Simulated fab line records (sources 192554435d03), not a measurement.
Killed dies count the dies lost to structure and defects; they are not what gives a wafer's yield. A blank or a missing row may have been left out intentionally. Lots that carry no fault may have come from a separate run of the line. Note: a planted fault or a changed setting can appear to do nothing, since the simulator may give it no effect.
fab line records ; flow n5Finfet
[record] lots = 12; wafers = 30; lastDay = 17
route steps=1938 shown BEOL_M3@932 BEOL_M4@1111 PASSIVATION@1936
lots with no fault: from the same line, run without faults
startH: start of the lot's first displayed wafer, in hours after the record's first day ; waitH: time in hours since the lot's previous step ; " unchanged from the row above ; L1.1+2: one row covering several wafers at once ; - either no value or no given start ; * or withheld: withheld ; < > ~ a bound
route shown NAME@n: NAME is a module with steps in the file, n the number in the route of the first one ; usual: average and standard deviation across the fault-free wafers ; same: alike in all rows ; chamber/n: place in a boat ; sites: per-site readings ; _std_site: the values' standard deviation ; _edge_site: the outer-site mean with the inner-site mean subtracted ; radiusMm: how far each site lies from the wafer's centre ; mask NAME#n: copy n ; behind: the most recent tool/chamber to have shaped the wafer ; hold: why the lot went on hold/how many hours it stayed there/how the hold came to an end ; device: transistor that didn't switch, given as n, p or np ; end of line: tests of these same wafers at the route's end ; a step given without rows: its recipe and nothing more ; killed: the dies lost at the first sort to structure and to defects; this is not the yield of the wafer ; map: per-die view of a wafer (x killed, . not killed, _ where there is no die)
set.NAME: the setting the step ran with; set.NAME@STEP: the setting that earlier step ran with ; model.NAME: the simulator's own value behind a step, which no gauge read
the route's steps for a sample of lots (tables are steps, rows are wafers)
services: from which hour (startH, from the record's first day; less than 0 if before it) a tool's chamber was out of use, for how many hours, and why
[[steps]]
[step N5_BEOL_M3_THK_MEAS_01]
[recipe] reads = SiOC_of_BEOL_M3_ILD_DEP_00
[usual] M3_ILD_THK = 78.9/1.3
lot.wafer;tool;chamber;startH;waitH;M3_ILD_THK[nm]
L772.4;filmMetro-01;-;142.80;0.0;79.0
L772.6;filmMetro-01;-;142.80;0.0;80.2
L771.1;filmMetro-02;-;148.89;0.0;77.3
L771.4;filmMetro-02;-;148.89;0.0;78.3
L774.4;filmMetro-02;-;162.10;0.0;78.7
L774.5;filmMetro-02;-;162.10;0.0;77.7
L774.6;filmMetro-02;-;162.10;0.0;77.8
L775.1;filmMetro-01;-;173.57;0.0;78.7
L775.2;filmMetro-01;-;173.57;0.0;77.5
L775.6;filmMetro-01;-;173.57;0.0;80.0
L779.1;filmMetro-01;-;192.77;0.0;78.7
L779.3;filmMetro-01;-;192.77;0.0;79.2
L779.4;filmMetro-01;-;192.77;0.0;81.1
L786.3;filmMetro-01;-;246.08;0.1;80.4
L786.4;filmMetro-01;-;246.08;0.1;79.7
L786.6;filmMetro-01;-;246.08;0.1;79.8
L788.1;filmMetro-01;-;246.90;0.1;77.8
L788.2;filmMetro-01;-;246.90;0.1;79.9
L788.6;filmMetro-01;-;246.90;0.1;80.8
L787.4;filmMetro-02;-;247.97;0.1;78.1
L787.5;filmMetro-02;-;247.97;0.1;77.7
L789.1;filmMetro-01;-;252.21;0.0;78.5
L789.4;filmMetro-01;-;252.21;0.0;79.2
L789.6;filmMetro-01;-;252.21;0.0;79.5
L792.5;filmMetro-02;-;269.69;0.0;80.1
L792.6;filmMetro-02;-;269.69;0.0;79.8
L793.5;filmMetro-01;-;274.24;0.0;80.0
L793.6;filmMetro-01;-;274.24;0.0;81.4
L794.2;filmMetro-01;-;295.88;0.1;78.5
L794.5;filmMetro-01;-;295.88;0.1;79.9
[step N5_BEOL_M3_STRIP_66]
[recipe] chemistry = CF4; resist = SiARC; powerW = 300; biasPowerW = 75; pressureMtorr = 50; cf4FlowSccm = 150; rfFrequencyHz = 6e+07
[usual] drypumpMotorCurrentA = 5.5/0.36; oesProductAu = 0.75/0.079; rfVppV = 271.3/1.5; showerheadPlenumPTorr = 1.80/0.046; throttleValvePct = 13.73/0.29
lot.wafer;tool;chamber;startH;waitH;drypumpMotorCurrentA;oesProductAu;rfHoursCounterH;rfVppV;showerheadPlenumPTorr;throttleValvePct
L772.4;rieDiel-02;1;144.51;0.0;5.9;0.72;201;270.7;1.78;13.53
L772.6;rieDiel-02;3;144.51;0.0;5.7;0.71;-;270.4;1.76;13.86
L771.1;rieDiel-01;0;150.32;0.0;5.3;0.86;26;272.4;1.84;13.75
L771.4;rieDiel-01;2;150.32;0.0;5.9;0.71;203;269.5;1.75;13.86
L774.4;rieDiel-06;3;163.67;0.0;4.9;0.69;216;269.3;1.72;14.25
L774.5;rieDiel-06;3;163.67;0.0;4.9;0.70;-;269.4;1.72;14.24
L774.6;rieDiel-06;2;163.67;0.0;5.1;0.85;-;271.7;1.79;13.33
L775.1;rieDiel-06;3;175.03;0.0;4.9;0.69;220;269.3;1.72;14.25
L775.2;rieDiel-06;0;175.03;0.0;5.4;0.73;158;274.4;1.85;13.39
L775.6;rieDiel-06;3;175.03;0.0;4.9;0.69;-;268.6;1.72;14.24
L779.1;rieDiel-06;2;193.92;0.0;5.0;0.85;64;269.5;1.79;13.35
L779.3;rieDiel-06;0;193.92;0.0;5.3;0.73;162;273.5;1.85;13.41
L779.4;rieDiel-06;1;193.92;0.0;6.0;0.69;218;272.1;1.85;13.89
L786.3;rieDiel-02;2;247.24;0.0;5.6;0.93;12;272.7;1.81;13.08
L786.4;rieDiel-02;2;247.24;0.0;5.6;0.92;-;273.0;1.81;13.07
L786.6;rieDiel-02;1;247.24;0.0;5.9;0.70;-;270.0;1.77;13.59
L788.1;rieDiel-01;2;249.10;0.0;5.8;0.70;231;271.3;1.74;13.92
L788.2;rieDiel-01;3;249.10;0.0;5.2;0.68;248;271.3;1.78;14.01
L788.6;rieDiel-01;2;249.10;0.0;5.8;0.68;-;270.7;1.74;13.93
L787.4;rieDiel-06;2;249.16;0.0;5.0;0.83;81;271.5;1.79;13.38
L787.5;rieDiel-06;2;249.16;0.0;5.0;0.83;-;272.1;1.79;13.40
L789.1;rieDiel-01;2;253.05;0.0;5.8;0.70;233;270.6;1.74;13.92
L789.4;rieDiel-01;3;253.05;0.0;5.2;0.68;-;270.4;1.78;14.02
L789.6;rieDiel-01;1;253.05;0.0;5.5;0.72;-;272.5;1.84;13.71
L792.5;rieDiel-06;0;272.66;0.0;5.3;0.70;-;271.9;1.84;13.46
L792.6;rieDiel-06;1;272.66;0.0;6.0;0.68;-;273.0;1.84;13.93
L793.5;rieDiel-02;0;275.74;0.0;5.9;0.82;-;272.1;1.84;13.64
L793.6;rieDiel-02;1;275.74;0.0;5.9;0.69;-;270.1;1.77;13.62
L794.2;rieDiel-06;0;297.28;0.0;5.3;0.71;195;272.6;1.84;13.51
L794.5;rieDiel-06;3;297.28;0.0;4.9;0.99;-;274.0;1.93;13.75
[step N5_BEOL_M3_COAT_76]
[recipe] resist = underlayer; tempC = 205; timeS = 60; spinRpm = 1500; resistThkNm = 5
[usual] spinSpeedRpm = 1500.1/0.93
lot.wafer;tool;chamber;startH;waitH;spinSpeedRpm
L772.4;lithoTrack-01;0;144.78;-;1501.2
L772.6;lithoTrack-01;0;144.78;-;1499.6
L771.1;lithoTrack-01;0;150.80;-;1500.7
L771.4;lithoTrack-01;0;150.80;-;1500.3
L774.4;lithoTrack-05;0;163.95;-;1501.7
L774.5;lithoTrack-05;0;163.95;-;1500.2
L774.6;lithoTrack-05;0;163.95;-;1499.5
L775.1;lithoTrack-05;0;175.29;-;1460.5
L775.2;lithoTrack-05;0;175.29;-;1461.0
L775.6;lithoTrack-05;0;175.29;-;1459.9
L779.1;lithoTrack-05;0;194.18;-;1459.8
L779.3;lithoTrack-05;0;194.18;-;1459.3
L779.4;lithoTrack-05;0;194.18;-;1460.8
L786.3;lithoTrack-04;0;247.50;-;1499.7
L786.4;lithoTrack-04;0;247.50;-;1498.8
L786.6;lithoTrack-04;0;247.50;-;1500.3
L788.1;lithoTrack-04;0;249.36;-;1500.5
L788.2;lithoTrack-04;0;249.36;-;1501.1
L788.6;lithoTrack-04;0;249.36;-;1501.3
L787.4;lithoTrack-01;0;249.45;-;1500.1
L787.5;lithoTrack-01;0;249.45;-;1499.9
L789.1;lithoTrack-01;0;253.32;-;1501.5
L789.4;lithoTrack-01;0;253.32;-;1501.0
L789.6;lithoTrack-01;0;253.32;-;1499.9
L792.5;lithoTrack-05;0;272.92;-;1500.5
L792.6;lithoTrack-05;0;272.92;-;1499.5
L793.5;lithoTrack-05;0;276.17;-;1500.4
L793.6;lithoTrack-05;0;276.17;-;1500.3
L794.2;lithoTrack-01;0;297.65;-;1501.6
L794.5;lithoTrack-01;0;297.65;-;1499.8
[step N5_BEOL_M3_CD_MEAS_28]
[recipe] targetCdNm = 25.7; landingEnergyEv = 500; detector = seInlens; targetCdYNm = 23.3; polarity = opening
[usual] cdNm = 25.82/0.25
lot.wafer;tool;chamber;startH;waitH;cdNm
L772.4;cdSem-03;0;145.19;-;25.92
L772.6;cdSem-03;0;145.19;-;25.39
L771.1;cdSem-03;0;151.08;-;25.40
L771.4;cdSem-03;0;151.08;-;25.84
L774.4;cdSem-01;0;164.23;-;25.61
L774.5;cdSem-01;0;164.23;-;25.70
L774.6;cdSem-01;0;164.23;-;25.58
L775.1;cdSem-01;0;175.57;-;25.79
L775.2;cdSem-01;0;175.57;-;25.63
L775.6;cdSem-01;0;175.57;-;25.78
L779.1;cdSem-03;0;194.58;-;26.24
L779.3;cdSem-03;0;194.58;-;25.47
L779.4;cdSem-03;0;194.58;-;25.43
L786.3;cdSem-03;0;247.83;-;25.62
L786.4;cdSem-03;0;247.83;-;25.79
L786.6;cdSem-03;0;247.83;-;25.74
L788.1;cdSem-02;0;249.76;-;25.39
L788.2;cdSem-02;0;249.76;-;25.63
L788.6;cdSem-02;0;249.76;-;25.60
L787.4;cdSem-03;0;249.83;-;26.10
L787.5;cdSem-03;0;249.83;-;26.11
L789.1;cdSem-03;0;253.59;-;26.09
L789.4;cdSem-03;0;253.59;-;25.74
L789.6;cdSem-03;0;253.59;-;25.62
L792.5;cdSem-02;0;273.33;-;26.16
L792.6;cdSem-02;0;273.33;-;25.60
L793.5;cdSem-01;0;276.58;-;25.48
L793.6;cdSem-01;0;276.58;-;25.76
L794.2;cdSem-01;0;298.05;-;25.54
L794.5;cdSem-01;0;298.05;-;26.28
[step N5_BEOL_M4_RC_MEAS_101]
[usual] DIBL_N = 36.0/2; DIBL_P = 35.9/2.5; IOFF_N = 0.16/0.038; IOFF_P = 0.21/0.04; ION_N = 675/14; ION_P = 462/9.4; SS_N = 71.5/0.75; SS_P = 73.2/0.74; VT_N = 250/3.9; VT_P = -251/3.2
lot.wafer;tool;chamber;startH;waitH;DIBL_N[mV/V];DIBL_P[mV/V];IOFF_N[nA/um];IOFF_P[nA/um];ION_N[uA/um];ION_P[uA/um];SS_N[mV/dec];SS_P[mV/dec];VT_N[mV];VT_P[mV]
L772.4;prober-01;0;164.16;0.5;35.2;35.1;0.17;0.22;691;472;70.9;73.1;244;-245
L772.6;prober-01;0;164.16;0.5;36.8;35.2;0.21;0.22;694;466;71.7;73.5;242;-246
L771.1;prober-01;0;166.62;0.0;37.7;35.8;0.20;0.20;667;455;72.2;72.8;249;-252
L771.4;prober-01;0;166.62;0.0;36.3;33.6;0.16;0.16;675;452;71.1;72.4;250;-255
L774.4;prober-01;0;182.65;0.5;36.7;37.6;0.18;0.24;670;463;72.8;73.0;249;-249
L774.5;prober-01;0;182.65;0.5;37.8;38.4;0.21;0.24;678;455;73.3;74.1;250;-249
L774.6;prober-01;0;182.65;0.5;34.0;33.3;0.13;0.16;667;459;72.2;73.1;257;-254
L775.1;prober-01;0;197.12;0.0;37.3;37.2;0.17;0.19;664;446;72.3;73.7;251;-255
L775.2;prober-01;0;197.12;0.0;32.4;31.9;0.11;0.14;654;445;70.8;72.6;256;-257
L775.6;prober-01;0;197.12;0.0;38.7;39.4;0.20;0.25;670;459;71.8;74.5;246;-251
L779.1;prober-02;0;212.35;0.0;35.6;34.3;0.16;0.23;701;483;71.3;72.8;243;-245
L779.3;prober-02;0;212.35;0.0;34.8;33.3;0.13;0.22;683;475;69.7;72.4;248;-248
L779.4;prober-02;0;212.35;0.0;35.3;34.1;0.14;0.23;686;472;70.6;72.8;248;-247
L786.3;prober-01;0;268.25;0.3;38.6;39.3;0.22;0.24;685;466;72.4;73.3;248;-251
L786.4;prober-01;0;268.25;0.3;38.6;39.2;0.21;0.26;683;472;72.2;73.0;248;-248
L786.6;prober-01;0;268.25;0.3;35.6;36.2;0.17;0.20;696;474;71.3;72.3;248;-249
L788.1;prober-02;0;269.86;0.0;33.6;34.1;0.12;0.17;669;457;71.5;72.7;255;-253
L788.2;prober-02;0;269.86;0.0;35.3;36.7;0.14;0.20;647;447;71.2;72.7;251;-249
L788.6;prober-02;0;269.86;0.0;34.5;37.0;0.14;0.21;688;473;70.9;73.6;250;-249
L787.4;prober-01;0;272.49;0.5;34.9;34.7;0.13;0.18;658;448;72.0;73.1;254;-253
L787.5;prober-01;0;272.49;0.5;39.8;40.8;0.25;0.29;683;465;72.4;74.8;242;-246
L789.1;prober-02;0;272.75;0.0;33.8;34.0;0.11;0.18;664;460;70.7;72.6;254;-251
L789.4;prober-02;0;272.75;0.0;41.3;42.8;0.28;0.35;705;482;72.3;74.6;240;-243
L789.6;prober-02;0;272.75;0.0;34.4;34.7;0.13;0.19;673;464;70.6;72.5;252;-252
L792.5;prober-01;0;296.35;0.6;36.6;36.4;0.14;0.22;661;458;71.7;73.2;253;-250
L792.6;prober-01;0;296.35;0.6;37.0;37.0;0.16;0.24;672;466;71.4;73.7;249;-249
L793.5;prober-01;0;301.39;0.6;34.7;35.0;0.12;0.17;664;460;71.2;72.7;254;-253
L793.6;prober-01;0;301.39;0.6;33.0;31.9;0.11;0.15;663;464;70.9;71.9;258;-256
L794.2;prober-01;0;311.46;0.2;38.3;37.2;0.19;0.21;689;465;72.3;74.2;249;-253
L794.5;prober-01;0;311.46;0.2;39.1;37.9;0.21;0.22;679;454;73.5;73.3;246;-250
[step N5_PASSIVATION_PROBE_49]
[usual] defectLimitedYield = 91.3/1.5; killed_at_M0_to_M3 = 33/12; killed_at_M4_up = 15/5.2; killedAtContacts = 12/5.1; killedAtFrontEnd = 39/11; killedAtOther = 5/3.6; killedDies = 103/18; killedOpen = 67/13; killedShort = 33/7.8; sort_bin_5_function = 5.1/0.96; sort_bin_6_memory = 3.2/0.71; sort_bin_8_speed = 0.01/0.063; sortNPass = 1077/18
[same] grossDies = 1180; killedAtBackSide = 0; sort_bin_4_leakage[%] = 0
lot.wafer;tool;chamber;startH;waitH;defectLimitedYield[%];killed_at_M0_to_M3;killed_at_M4_up;killedAtContacts;killedAtFrontEnd;killedAtOther;killedDies;killedOpen;killedShort;sort_bin_5_function[%];sort_bin_6_memory[%];sort_bin_8_speed[%];sortNPass
L771.1;prober-02;-;261.21;0.0;91.9;32;16;17;31;0;96;64;32;4.6;3.3;0;1084
L771.4;prober-02;-;261.36;0.2;88.2;47;10;14;63;5;139;84;47;6.9;3.8;0;1041
L774.4;prober-02;-;278.62;0.2;90.9;43;14;13;31;6;107;81;24;4.7;4.2;0;1073
L774.5;prober-02;-;278.67;0.2;90.3;43;13;14;39;5;114;72;32;4.5;4.2;0;1066
L774.6;prober-02;-;278.72;0.3;89.8;47;24;7;35;7;120;81;38;6.5;3.5;0;1060
L775.1;prober-01;-;292.12;0.0;92.3;16;12;13;46;4;91;68;20;4.3;3.0;0;1089
L775.2;prober-01;-;292.17;0.1;95.3;16;7;5;25;2;55;41;13;3.1;1.4;0;1125
L775.6;prober-01;-;292.37;0.3;92.9;10;21;12;37;4;84;57;23;4.9;2.0;0;1096
L779.1;prober-02;-;306.11;0.0;90.3;58;9;2;42;3;114;71;43;6.1;3.3;0;1066
L779.3;prober-02;-;306.21;0.1;91.8;30;22;4;33;8;97;54;36;4.2;3.3;0;1083
L779.4;prober-02;-;306.26;0.2;90.1;37;26;10;41;3;117;80;37;4.4;5.5;0;1063
L786.3;prober-02;-;366.23;0.1;91.7;35;26;9;26;2;98;65;29;5.7;2.4;0;1082
L786.4;prober-02;-;366.28;0.2;92.6;54;8;7;13;5;87;55;31;4.6;2.5;0;1093
L786.6;prober-02;-;366.38;0.3;89.4;43;11;19;51;1;125;81;37;6.4;3.1;0;1055
L792.5;prober-02;-;397.65;0.2;90.7;37;16;5;49;3;110;71;35;5.8;3.1;0;1070
L792.6;prober-02;-;397.70;0.3;90.9;25;17;10;51;4;107;60;38;4.8;3.2;0;1073
L793.5;prober-01;-;401.07;0.2;91.7;27;14;6;43;8;98;60;36;5.2;3.1;0;1082
L793.6;prober-01;-;401.12;0.3;88.9;46;10;18;47;10;131;87;38;6.5;4.2;0;1049
// killed by level:class
L771.1 MOL_CONTACT_COAG:geometricParticle:open=14 BEOL_M2:geometricParticle:open=9 BEOL_M3:geometricParticle:open=8 FIN_SAQP:geometricParticle:open=6 DUMMY_GATE:geometricParticle:open=6 FIN_SAQP:geometricParticle:short=5 BEOL_M0_SAQP:geometricParticle:short=4 BEOL_M5:geometricParticle:open=4
L771.4 STI_FIN_REVEAL:geometricParticle:open=14 MOL_CONTACT_COAG:geometricParticle:open=11 BEOL_M2:geometricParticle:open=10 BEOL_M0_SAQP:geometricParticle:short=9 HKMG_FIN:areaEtch=8 DUMMY_GATE:geometricParticle:open=7 BEOL_M3:geometricParticle:open=7 BEOL_M3:geometricParticle:short=7
L774.4 BEOL_M0_SAQP:geometricParticle:open=13 FIN_SAQP:geometricParticle:open=10 MOL_CONTACT_COAG:geometricParticle:open=9 BEOL_M4:geometricParticle:open=9 BEOL_M2:geometricParticle:open=7 BEOL_M3:geometricParticle:open=7 DUMMY_GATE:geometricParticle:open=6 BEOL_M0_SAQP:geometricParticle:short=6
L774.5 BEOL_M0_SAQP:geometricParticle:short=13 BEOL_M0_SAQP:geometricParticle:open=13 MOL_CONTACT_COAG:geometricParticle:open=10 HKMG_FIN:areaEtch=8 DUMMY_GATE:geometricParticle:open=7 BEOL_M3:geometricParticle:open=7 STI_FIN_REVEAL:geometricParticle:open=6 BEOL_M0:geometricParticle:open=5
L774.6 BEOL_M0_SAQP:geometricParticle:open=14 BEOL_M4:geometricParticle:open=12 BEOL_M3:geometricParticle:open=9 BEOL_M4:geometricParticle:short=7 DUMMY_GATE:geometricParticle:open=6 MOL_CONTACT_COAG:geometricParticle:open=6 FIN_SAQP:geometricParticle:open=5 FIN_SAQP:geometricParticle:short=5
L775.1 MOL_CONTACT_COAG:geometricParticle:open=12 FIN_SAQP:geometricParticle:open=8 STI_FIN_REVEAL:geometricParticle:open=7 FIN_SAQP:geometricParticle:short=6 BEOL_M3:geometricParticle:open=6 GATE_CUT:geometricParticle:open=5 BEOL_M4:geometricParticle:open=5 STARTING-WAFER:geometricParticle:open=5
L775.2 BEOL_M3:geometricParticle:open=7 STI_FIN_REVEAL:geometricParticle:open=6 GATE_CUT:geometricParticle:open=6 FIN_SAQP:geometricParticle:open=3 MOL_CONTACT_COAG:geometricParticle:short=3 BEOL_M4:geometricParticle:open=3 GATE_CUT:geometricParticle:short=2 MOL_CONTACT_COAG:geometricParticle:open=2
L775.6 FIN_SAQP:geometricParticle:open=12 MOL_CONTACT_COAG:geometricParticle:open=10 BEOL_M4:geometricParticle:open=6 STI_FIN_REVEAL:geometricParticle:open=4 SPACER0:geometricParticle:short=4 BEOL_M7:geometricParticle:open=4 FIN_SAQP:geometricParticle:short=3 BEOL_M2:geometricParticle:open=3
L779.1 BEOL_M1:geometricParticle:open=14 BEOL_M0_SAQP:geometricParticle:short=12 BEOL_M0_SAQP:geometricParticle:open=12 FIN_SAQP:geometricParticle:open=8 BEOL_M3:geometricParticle:open=8 DUMMY_GATE:geometricParticle:open=6 STI_FIN_REVEAL:geometricParticle:open=5 DUMMY_GATE:geometricParticle:short=5
L779.3 BEOL_M4:geometricParticle:open=8 BEOL_M0_SAQP:geometricParticle:short=7 BEOL_M2:geometricParticle:open=7 BEOL_M4:geometricParticle:short=7 HKMG_FIN:areaEtch=7 DUMMY_GATE:geometricParticle:short=6 FIN_SAQP:geometricParticle:open=5 BEOL_M5:geometricParticle:open=5
L779.4 BEOL_M1:geometricParticle:open=11 DUMMY_GATE:geometricParticle:open=9 BEOL_M0_SAQP:geometricParticle:open=8 MOL_CONTACT_COAG:geometricParticle:open=7 STI_FIN_REVEAL:geometricParticle:open=6 GATE_CUT:geometricParticle:short=6 BEOL_M4:geometricParticle:open=6 BEOL_M5:geometricParticle:open=5
L786.3 BEOL_M2:geometricParticle:open=10 BEOL_M3:geometricParticle:open=10 STI_FIN_REVEAL:geometricParticle:open=9 MOL_CONTACT_COAG:geometricParticle:open=8 GATE_CUT:geometricParticle:short=5 BEOL_M1:geometricParticle:open=5 BEOL_M4:geometricParticle:short=5 STI_FIN_REVEAL:geometricParticle:short=4
L786.4 BEOL_M3:geometricParticle:open=16 BEOL_M0_SAQP:geometricParticle:open=12 BEOL_M0_SAQP:geometricParticle:short=9 STI_FIN_REVEAL:geometricParticle:open=6 BEOL_M3:geometricParticle:short=5 MOL_CONTACT_COAG:geometricParticle:open=4 BEOL_M1:geometricParticle:short=4 MOL_CONTACT_COAG:geometricParticle:short=3
L786.6 STI_FIN_REVEAL:geometricParticle:open=22 BEOL_M3:geometricParticle:open=16 MOL_CONTACT_COAG:geometricParticle:open=15 BEOL_M3:geometricParticle:short=8 BEOL_M0_SAQP:geometricParticle:open=6 HKMG_FIN:areaEtch=6 BEOL_M0_SAQP:geometricParticle:short=5 FIN_SAQP:geometricParticle:short=4
L792.5 GATE_CUT:geometricParticle:short=11 STI_FIN_REVEAL:geometricParticle:open=10 FIN_SAQP:geometricParticle:short=8 BEOL_M0_SAQP:geometricParticle:open=8 BEOL_M3:geometricParticle:open=8 BEOL_M0_SAQP:geometricParticle:short=7 BEOL_M2:geometricParticle:open=7 DUMMY_GATE:geometricParticle:open=6
L792.6 FIN_SAQP:geometricParticle:short=10 FIN_SAQP:geometricParticle:open=9 BEOL_M2:geometricParticle:open=9 MOL_CONTACT_COAG:geometricParticle:open=8 STI_FIN_REVEAL:geometricParticle:open=6 GATE_CUT:geometricParticle:short=6 BEOL_M3:geometricParticle:open=6 HKMG_FIN:areaEtch=6
L793.5 STI_FIN_REVEAL:geometricParticle:open=10 FIN_SAQP:geometricParticle:short=8 BEOL_M0_SAQP:geometricParticle:open=7 MOL_CONTACT_COAG:geometricParticle:open=6 BEOL_M3:geometricParticle:open=6 FIN_SAQP:geometricParticle:open=5 BEOL_M2:geometricParticle:open=5 STARTING-WAFER:geometricParticle:short=5
L793.6 BEOL_M2:geometricParticle:open=14 MOL_CONTACT_COAG:geometricParticle:open=13 STI_FIN_REVEAL:geometricParticle:open=11 BEOL_M1:geometricParticle:open=7 FIN_SAQP:geometricParticle:open=6 ILD0:geometricParticle:short=6 BEOL_M0_SAQP:geometricParticle:short=6 BEOL_M3:geometricParticle:open=6
[[services]]
tool;chamber;startH;hours;kind
rieDiel-06;1;127.09;2.5;repair
lithoTrack-05;-;136.72;-;consumableReplace:filter
rieDiel-06;2;139.56;7.7;repair
rieDiel-01;3;142.69;2.2;repair
rieDiel-02;1;178.83;7.1;repair
rieDiel-02;2;196.07;-;clean
rieDiel-02;2;196.07;-;consumableReplace:focusRing
lithoTrack-05;-;200.56;-;consumableReplace:filter
rieDiel-01;2;220.13;3.2;repair
rieDiel-02;3;236.85;-;clean
rieDiel-02;3;236.85;-;consumableReplace:focusRing
rieDiel-02;3;236.85;19.3;scheduledDown
rieDiel-02;3;236.85;19.3;ventCycle
rieDiel-02;3;266.56;10.3;repair
rieDiel-06;3;276.06;-;clean
rieDiel-06;3;276.06;-;consumableReplace:focusRing
rieDiel-06;3;276.06;-;consumableReplace:showerhead
rieDiel-01;3;276.92;-;clean
rieDiel-01;3;276.92;-;consumableReplace:focusRing
rieDiel-01;3;276.92;17.9;scheduledDown
rieDiel-01;3;276.92;17.9;ventCycle
[[key]]
[firstSign] step = N5_BEOL_M3_COAT_76; reading = spinSpeedRpm; direction = down; sigmas = 43; usual = *; struck = *
effect none on later readings
metAt N5_BEOL_M3_COAT_76
struckLots L775,L779
notActingAt N5_BEOL_M3_THK_MEAS_01,N5_BEOL_M3_STRIP_66,N5_BEOL_M3_CD_MEAS_28
onsetBetween 163.95 175.29
[fault] kind = processParameterDrift; tool = lithoTrack-05; chamber = -; onsetH = 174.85; steps = N5_BEOL_M3_COAT_76; channel = spinRpm; offset = *; shape = step; endH = 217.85; actsIn = *; stated = *
